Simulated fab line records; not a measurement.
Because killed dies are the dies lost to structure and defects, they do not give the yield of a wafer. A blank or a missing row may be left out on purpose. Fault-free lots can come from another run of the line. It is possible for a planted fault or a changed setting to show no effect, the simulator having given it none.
What tool caused it? :: flow nand-harc :: 33 wafers from 11 lots sampled at 6 of the route's 1302 steps

WHAT THE GAUGES SHOWED, per wafer
NHARC_A_M0_THK_MEAS_24: measures by xrf.
lot: L373
measured: day 23 19:38
on: film-metro-01
thk-nm (nm): 112.7 114.7 112.3

lot: L375
measured: day 24 07:54
on: film-metro-01
thk-nm (nm): 115.3 114.2 116.8

lot: L380
measured: day 25 10:49
on: film-metro-01
thk-nm (nm): 399.4 401.2 400.1

lot: L379
measured: day 25 13:34
on: film-metro-01
thk-nm (nm): 404.2 403.4 402.1

lot: L381
measured: day 26 16:13
on: film-metro-01
thk-nm (nm): 113.6 113.7 112.7

lot: L382
measured: day 27 08:03
on: film-metro-02
thk-nm (nm): 114.9 113.4 115.0

lot: L387
measured: day 28 22:01
on: film-metro-01
thk-nm (nm): 114.1 114.2 113.0

lot: L392
measured: day 30 20:49
on: film-metro-02
thk-nm (nm): 113.9 116.0 114.1

lot: L393
measured: day 31 01:16
on: film-metro-02
thk-nm (nm): 111.9 113.0 113.1

lot: L394
measured: day 32 01:39
on: film-metro-02
thk-nm (nm): 115.7 112.6 113.4

lot: L396
measured: day 32 13:31
on: film-metro-02
thk-nm (nm): 111.7 113.6 112.6

NHARC_END_SORT_01.
lot: L380
measured: day 26 23:14
on: prober-01
defect-limited-yield (%): 0 0 0
killed-at-array: 675 671 674
killed-at-other: 2 1 1
killed-at-periphery: 0 5 2
killed-dies: 677 677 677
killed-open: 4 2 3
killed-short: 0 1 1

lot: L379
measured: day 27 08:34
on: prober-01
defect-limited-yield (%): 0 0 0
killed-at-array: 672 676 675
killed-at-other: 2 0 0
killed-at-periphery: 3 1 2
killed-dies: 677 677 677
killed-open: 2 3 4
killed-short: 3 0 0

EACH LOT AND THE TOOL THAT RAN IT (in order: tool; ch and the chambers of the sampled wafers; start)
lot: L373
NHARC_A_M0_ETCH_34: rie-diel-06 ch 0,1, day 23 17:25
NHARC_A_M0_STRIP_18: rie-diel-06 ch 0,1,3, day 23 17:42
NHARC_A_M0_DEGAS_28: pvd-sputter-01, day 23 18:15
NHARC_A_M0_CMP_23: cmp-03 ch 0,2,3, day 23 19:19

lot: L375
NHARC_A_M0_ETCH_34: rie-diel-05 ch 1,2, day 24 05:39
NHARC_A_M0_STRIP_18: rie-diel-05 ch 2,3, day 24 05:56
NHARC_A_M0_DEGAS_28: pvd-sputter-03, day 24 06:30
NHARC_A_M0_CMP_23: cmp-03 ch 2,3, day 24 07:35

lot: L380
NHARC_A_M0_ETCH_34: rie-diel-01 ch 2,3, day 25 08:34
NHARC_A_M0_STRIP_18: rie-diel-01 ch 2,3, day 25 08:52
NHARC_A_M0_DEGAS_28: pvd-sputter-02, day 25 09:25
NHARC_A_M0_CMP_23: cmp-03 ch 0,2,3, day 25 10:35

lot: L379
NHARC_A_M0_ETCH_34: rie-diel-06 ch 0,2,3, day 25 10:48
NHARC_A_M0_STRIP_18: rie-diel-01 ch 1,2,3, day 25 11:09
NHARC_A_M0_DEGAS_28: pvd-sputter-02, day 25 11:42
NHARC_A_M0_CMP_23: cmp-02 ch 0,3, day 25 13:14

lot: L381
NHARC_A_M0_ETCH_34: rie-diel-05 ch 0,2,3, day 26 13:58
NHARC_A_M0_STRIP_18: rie-diel-01 ch 0,1,3, day 26 14:16
NHARC_A_M0_DEGAS_28: pvd-sputter-03, day 26 14:49
NHARC_A_M0_CMP_23: cmp-03 ch 1,2,3, day 26 15:53

lot: L382
NHARC_A_M0_ETCH_34: rie-diel-01 ch 1,2,3, day 27 05:49
NHARC_A_M0_STRIP_18: rie-diel-01 ch 1,2,3, day 27 06:07
NHARC_A_M0_DEGAS_28: pvd-sputter-02, day 27 06:40
NHARC_A_M0_CMP_23: cmp-03 ch 1,2,3, day 27 07:44

lot: L387
NHARC_A_M0_ETCH_34: rie-diel-05 ch 0,3, day 28 19:47
NHARC_A_M0_STRIP_18: rie-diel-05 ch 0,2,3, day 28 20:07
NHARC_A_M0_DEGAS_28: pvd-sputter-02, day 28 20:37
NHARC_A_M0_CMP_23: cmp-02 ch 0,2,3, day 28 21:47

lot: L392
NHARC_A_M0_ETCH_34: rie-diel-05 ch 0,2,3, day 30 18:35
NHARC_A_M0_STRIP_18: rie-diel-01 ch 1,2,3, day 30 18:52
NHARC_A_M0_DEGAS_28: pvd-sputter-02, day 30 19:25
NHARC_A_M0_CMP_23: cmp-01 ch 1,2,3, day 30 20:30

lot: L393
NHARC_A_M0_ETCH_34: rie-diel-01 ch 1,3, day 30 22:59
NHARC_A_M0_STRIP_18: rie-diel-01 ch 1,3, day 30 23:18
NHARC_A_M0_DEGAS_28: pvd-sputter-01, day 30 23:50
NHARC_A_M0_CMP_23: cmp-02 ch 1,3, day 31 00:59

lot: L394
NHARC_A_M0_ETCH_34: rie-diel-05 ch 0,1, day 31 23:25
NHARC_A_M0_STRIP_18: rie-diel-05 ch 1,3, day 31 23:43
NHARC_A_M0_DEGAS_28: pvd-sputter-02, day 32 00:15
NHARC_A_M0_CMP_23: cmp-01 ch 1,2,3, day 32 01:23

lot: L396
NHARC_A_M0_ETCH_34: rie-diel-06 ch 2,3, day 32 11:13
NHARC_A_M0_STRIP_18: rie-diel-01 ch 1,3, day 32 11:30
NHARC_A_M0_DEGAS_28: pvd-sputter-02, day 32 12:07
NHARC_A_M0_CMP_23: cmp-03 ch 0,1,2, day 32 13:14
- NHARC_A_M0_ETCH_34: etches the open film in N2/H2, target depth 40 nm, overetch 12 nm, time 43.94 s.
- NHARC_A_M0_STRIP_18: strips in N2/H2.
- NHARC_A_M0_DEGAS_28: time 60 s.
- NHARC_A_M0_CMP_23: polishes, t overpolish 20 s, target thk 113.75 nm.

AS READ BY THE TOOLS THEMSELVES (means over the sampled wafers that have a number; for cases with no such wafer, the mark the record gives instead)
NHARC_A_M0_ETCH_34.
lot: L373
tool: rie-diel-06
drypump-motor-current-A (A): 5.4
oes-product-au (a.u.): 1.009
rf-fwd-power-W (W): 395.3
rf-vpp-V (V): 431.1
showerhead-plenum-p-Torr (Torr): 2.07
throttle-valve-pct (%): 14.170

lot: L375
tool: rie-diel-05
drypump-motor-current-A (A): 5.8
oes-product-au (a.u.): 0.998
rf-fwd-power-W (W): 393.4
rf-vpp-V (V): 430.3
showerhead-plenum-p-Torr (Torr): 2.01
throttle-valve-pct (%): 14.170

lot: L380
tool: rie-diel-01
drypump-motor-current-A (A): 5.7
oes-product-au (a.u.): 0.999
rf-fwd-power-W (W): 396.9
rf-vpp-V (V): 430.3
showerhead-plenum-p-Torr (Torr): 2.05
throttle-valve-pct (%): 14.159

lot: L379
tool: rie-diel-06
drypump-motor-current-A (A): 5.6
oes-product-au (a.u.): 1.000
rf-fwd-power-W (W): 393.2
rf-vpp-V (V): 431.0
showerhead-plenum-p-Torr (Torr): 2.04
throttle-valve-pct (%): 14.164

lot: L381
tool: rie-diel-05
drypump-motor-current-A (A): 6.0
oes-product-au (a.u.): 1.015
rf-fwd-power-W (W): 396.2
rf-vpp-V (V): 430.5
showerhead-plenum-p-Torr (Torr): 2.06
throttle-valve-pct (%): 14.165

lot: L382
tool: rie-diel-01
drypump-motor-current-A (A): 5.7
oes-product-au (a.u.): 0.997
rf-fwd-power-W (W): 396.9
rf-vpp-V (V): 430.2
showerhead-plenum-p-Torr (Torr): 2.05
throttle-valve-pct (%): 14.177

lot: L387
tool: rie-diel-05
drypump-motor-current-A (A): 6.2
oes-product-au (a.u.): 1.003
rf-fwd-power-W (W): 393.7
rf-vpp-V (V): 431.9
showerhead-plenum-p-Torr (Torr): 2.08
throttle-valve-pct (%): 14.164

lot: L392
tool: rie-diel-05
drypump-motor-current-A (A): 6.0
oes-product-au (a.u.): 1.009
rf-fwd-power-W (W): 395.0
rf-vpp-V (V): 431.7
showerhead-plenum-p-Torr (Torr): 2.06
throttle-valve-pct (%): 14.170

lot: L393
tool: rie-diel-01
drypump-motor-current-A (A): 6.1
oes-product-au (a.u.): 1.009
rf-fwd-power-W (W): 396.5
rf-vpp-V (V): 428.9
showerhead-plenum-p-Torr (Torr): 1.97
throttle-valve-pct (%): 14.172

lot: L394
tool: rie-diel-05
drypump-motor-current-A (A): 6.1
oes-product-au (a.u.): 1.003
rf-fwd-power-W (W): 392.6
rf-vpp-V (V): 430.2
showerhead-plenum-p-Torr (Torr): 2.03
throttle-valve-pct (%): 14.159

lot: L396
tool: rie-diel-06
drypump-motor-current-A (A): 5.6
oes-product-au (a.u.): 1.001
rf-fwd-power-W (W): 396.7
rf-vpp-V (V): 427.6
showerhead-plenum-p-Torr (Torr): 1.97
throttle-valve-pct (%): 14.176

NHARC_A_M0_STRIP_18.
lot: L373
tool: rie-diel-06
drypump-motor-current-A (A): 5.4
oes-product-au (a.u.): 1.006
rf-fwd-power-W (W): 997
rf-vpp-V (V): 91.7
showerhead-plenum-p-Torr (Torr): 2.09
throttle-valve-pct (%): 14.175

lot: L375
tool: rie-diel-05
drypump-motor-current-A (A): 6.2
oes-product-au (a.u.): 1.007
rf-fwd-power-W (W): 1000
rf-vpp-V (V): 91.0
showerhead-plenum-p-Torr (Torr): 2.12
throttle-valve-pct (%): 14.179

lot: L380
tool: rie-diel-01
drypump-motor-current-A (A): 5.6
oes-product-au (a.u.): 0.984
rf-fwd-power-W (W): 996
rf-vpp-V (V): 90.4
showerhead-plenum-p-Torr (Torr): 2.05
throttle-valve-pct (%): 14.170

lot: L379
tool: rie-diel-01
drypump-motor-current-A (A): 5.7
oes-product-au (a.u.): 1.001
rf-fwd-power-W (W): 994
rf-vpp-V (V): 91.3
showerhead-plenum-p-Torr (Torr): 2.05
throttle-valve-pct (%): 14.169

lot: L381
tool: rie-diel-01
drypump-motor-current-A (A): 5.8
oes-product-au (a.u.): 1.003
rf-fwd-power-W (W): 1000
rf-vpp-V (V): 90.0
showerhead-plenum-p-Torr (Torr): 1.96
throttle-valve-pct (%): 14.177

lot: L382
tool: rie-diel-01
drypump-motor-current-A (A): 5.7
oes-product-au (a.u.): 1.001
rf-fwd-power-W (W): 998
rf-vpp-V (V): 90.6
showerhead-plenum-p-Torr (Torr): 2.05
throttle-valve-pct (%): 14.161

lot: L387
tool: rie-diel-05
drypump-motor-current-A (A): 6.0
oes-product-au (a.u.): 1.014
rf-fwd-power-W (W): 996
rf-vpp-V (V): 90.2
showerhead-plenum-p-Torr (Torr): 2.06
throttle-valve-pct (%): 14.167

lot: L392
tool: rie-diel-01
drypump-motor-current-A (A): 5.7
oes-product-au (a.u.): 0.997
rf-fwd-power-W (W): 995
rf-vpp-V (V): 90.4
showerhead-plenum-p-Torr (Torr): 2.05
throttle-valve-pct (%): 14.178

lot: L393
tool: rie-diel-01
drypump-motor-current-A (A): 6.1
oes-product-au (a.u.): 1.009
rf-fwd-power-W (W): 996
rf-vpp-V (V): 90.7
showerhead-plenum-p-Torr (Torr): 1.98
throttle-valve-pct (%): 14.167

lot: L394
tool: rie-diel-05
drypump-motor-current-A (A): 6.1
oes-product-au (a.u.): 1.006
rf-fwd-power-W (W): 995
rf-vpp-V (V): 90.5
showerhead-plenum-p-Torr (Torr): 2.08
throttle-valve-pct (%): 14.171

lot: L396
tool: rie-diel-01
drypump-motor-current-A (A): 6.1
oes-product-au (a.u.): 1.000
rf-fwd-power-W (W): 995
rf-vpp-V (V): 90.7
showerhead-plenum-p-Torr (Torr): 1.97
throttle-valve-pct (%): 14.169

NHARC_A_M0_DEGAS_28.
lot: L373
tool: pvd-sputter-01
heater-power-w (W): 291

lot: L375
tool: pvd-sputter-03
heater-power-w (W): 343

lot: L380
tool: pvd-sputter-02
heater-power-w (W): 346

lot: L379
tool: pvd-sputter-02
heater-power-w (W): 350

lot: L381
tool: pvd-sputter-03
heater-power-w (W): 326

lot: L382
tool: pvd-sputter-02
heater-power-w (W): 348

lot: L387
tool: pvd-sputter-02
heater-power-w (W): 352

lot: L392
tool: pvd-sputter-02
heater-power-w (W): 352

lot: L393
tool: pvd-sputter-01
heater-power-w (W): 289

lot: L394
tool: pvd-sputter-02
heater-power-w (W): 349

lot: L396
tool: pvd-sputter-02
heater-power-w (W): 348

NHARC_A_M0_CMP_23.
lot: L373
tool: cmp-03
edge-zone-pressure-frac: 1.004
motor-current-A (A): 10.9
slurry-filter-dp-kPa (kPa): 13.45
time-to-endpoint-s (s): 25.8

lot: L375
tool: cmp-03
edge-zone-pressure-frac: 1.003
motor-current-A (A): 11.7
slurry-filter-dp-kPa (kPa): 13.39
time-to-endpoint-s (s): 26.5

lot: L380
tool: cmp-03
edge-zone-pressure-frac: -
motor-current-A (A): -
slurry-filter-dp-kPa (kPa): -
time-to-endpoint-s (s): -

lot: L379
tool: cmp-02
edge-zone-pressure-frac: -
motor-current-A (A): -
slurry-filter-dp-kPa (kPa): -
time-to-endpoint-s (s): -

lot: L381
tool: cmp-03
edge-zone-pressure-frac: 1.001
motor-current-A (A): 11.1
slurry-filter-dp-kPa (kPa): 13.60
time-to-endpoint-s (s): 27.1

lot: L382
tool: cmp-03
edge-zone-pressure-frac: 0.999
motor-current-A (A): 11.8
slurry-filter-dp-kPa (kPa): 13.51
time-to-endpoint-s (s): 29.8

lot: L387
tool: cmp-02
edge-zone-pressure-frac: 1.006
motor-current-A (A): 10.9
slurry-filter-dp-kPa (kPa): 13.46
time-to-endpoint-s (s): 28.2

lot: L392
tool: cmp-01
edge-zone-pressure-frac: 0.999
motor-current-A (A): 12.5
slurry-filter-dp-kPa (kPa): 13.53
time-to-endpoint-s (s): 26.5

lot: L393
tool: cmp-02
edge-zone-pressure-frac: 1.005
motor-current-A (A): 12.0
slurry-filter-dp-kPa (kPa): 13.58
time-to-endpoint-s (s): 28.8

lot: L394
tool: cmp-01
edge-zone-pressure-frac: 1.001
motor-current-A (A): 12.5
slurry-filter-dp-kPa (kPa): 13.46
time-to-endpoint-s (s): 31.2

lot: L396
tool: cmp-03
edge-zone-pressure-frac: 1.000
motor-current-A (A): 10.6
slurry-filter-dp-kPa (kPa): 13.48
time-to-endpoint-s (s): 26.0

THE ANSWER, worked out from the rows above alone
Rule: what is usual is taken from the lots themselves. Put in order of their means at a reading, lots are off if they are a third of the lots or fewer, leave a main group of 4 or more, and stand apart from it by a gap of 3 or more times the standard deviation of the main group's means; of several such gaps the widest counts. A main group is skipped when, at the precision printed for the reading in the tables above, its means are all equal. A lot without any number at a reading at which 4 lots or more have one is off too. Where the step has rows for the other lots, those lots are counted as sound. Order of review: gauges by route order, followed by the tools' own readings, for which a lot's mean as printed above is used. The first step at which some lot is off is used, and at that step the reading that is off furthest; a lot without a number counts as furthest.
Off, at NHARC_A_M0_THK_MEAS_24 on thk-nm: L380, L379. Main group: mean 113.8 nm, sd 0.88.
If a tool, at a process step before that reading, ran all the lots that are off and no sound lot after the first of them, it fits. Not tried: the gauges at NHARC_A_M0_THK_MEAS_24; whatever is off there is also off at NHARC_A_M0_CMP_23, on other tools, and gauge error can't account for it. Of those tried, none fits.

WHAT HAD BEEN PUT IN BY THE SIMULATOR
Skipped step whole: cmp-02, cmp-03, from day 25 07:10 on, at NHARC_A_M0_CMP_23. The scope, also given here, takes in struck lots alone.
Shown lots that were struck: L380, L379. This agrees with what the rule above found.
